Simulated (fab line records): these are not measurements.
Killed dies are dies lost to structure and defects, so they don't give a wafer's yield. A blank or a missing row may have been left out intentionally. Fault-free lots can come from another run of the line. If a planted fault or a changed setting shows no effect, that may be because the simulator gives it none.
Matching of chambers || flow n5Finfet || aldMetal-04 running N5_BEOL_M5_ALD_86: 4 sister chambers
The step deposits TaN, pulse time 2 s, purge time 3 s, co reactant purge time 2 s. 8 wafers are shown with their chamber, then 7 later ones without.

== WAFERS PAIRED WITH THEIR CHAMBERS ==
{"wafer": "L079.3", "chamber": 2, "heaterPowerW (W)": 429}
{"wafer": "L079.6", "chamber": 2, "heaterPowerW (W)": 430}
{"wafer": "L084.6", "chamber": 3, "heaterPowerW (W)": 391}
{"wafer": "L083.3", "chamber": 3, "heaterPowerW (W)": 391}
{"wafer": "L083.4", "chamber": 1, "heaterPowerW (W)": 409}
{"wafer": "L083.5", "chamber": 0, "heaterPowerW (W)": 463}
{"wafer": "L087.2", "chamber": 1, "heaterPowerW (W)": 418}
{"wafer": "L087.3", "chamber": 0, "heaterPowerW (W)": 472}

== WAFERS WHOSE CHAMBER IS MISSING ==
{"wafer": "L087.5", "heaterPowerW (W)": 408}
{"wafer": "L094.1", "heaterPowerW (W)": 470}
{"wafer": "L094.4", "heaterPowerW (W)": 400}
{"wafer": "L094.5", "heaterPowerW (W)": 402}
{"wafer": "L095.2", "heaterPowerW (W)": 460}
{"wafer": "L095.4", "heaterPowerW (W)": 438}
{"wafer": "L095.6", "heaterPowerW (W)": 413}

== THE CHAMBER EACH PASSED THROUGH ==
{"wafer": "L087.5", "from the rows above": 1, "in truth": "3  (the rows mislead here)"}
{"wafer": "L094.1", "from the rows above": 0, "in truth": 0}
{"wafer": "L094.4", "from the rows above": "can't be placed: 3 or 1", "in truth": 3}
{"wafer": "L094.5", "from the rows above": "can't be placed: 3 or 1", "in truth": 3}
{"wafer": "L095.2", "from the rows above": 0, "in truth": 0}
{"wafer": "L095.4", "from the rows above": 2, "in truth": 2}
{"wafer": "L095.6", "from the rows above": 1, "in truth": 1}
Correctly placed: 4 of 7. Unplaceable from these rows: 2, with the true chamber sitting among the candidates in 2. Wrongly placed: 1.
How it was worked out, from the rows above alone: a wafer's distance from a chamber is the root of the sum, over the readings, of the square of ((its reading less the chamber's mean) divided by the reading's scatter). The wafer belongs to the nearest chamber; if the next one is less than 2 further off, it can't be placed. A chamber's mean is the mean of its shown wafers. The scatter: the root of (the sum of the squares of (reading less its chamber's mean) over the shown wafers, divided by (wafers less chambers)).
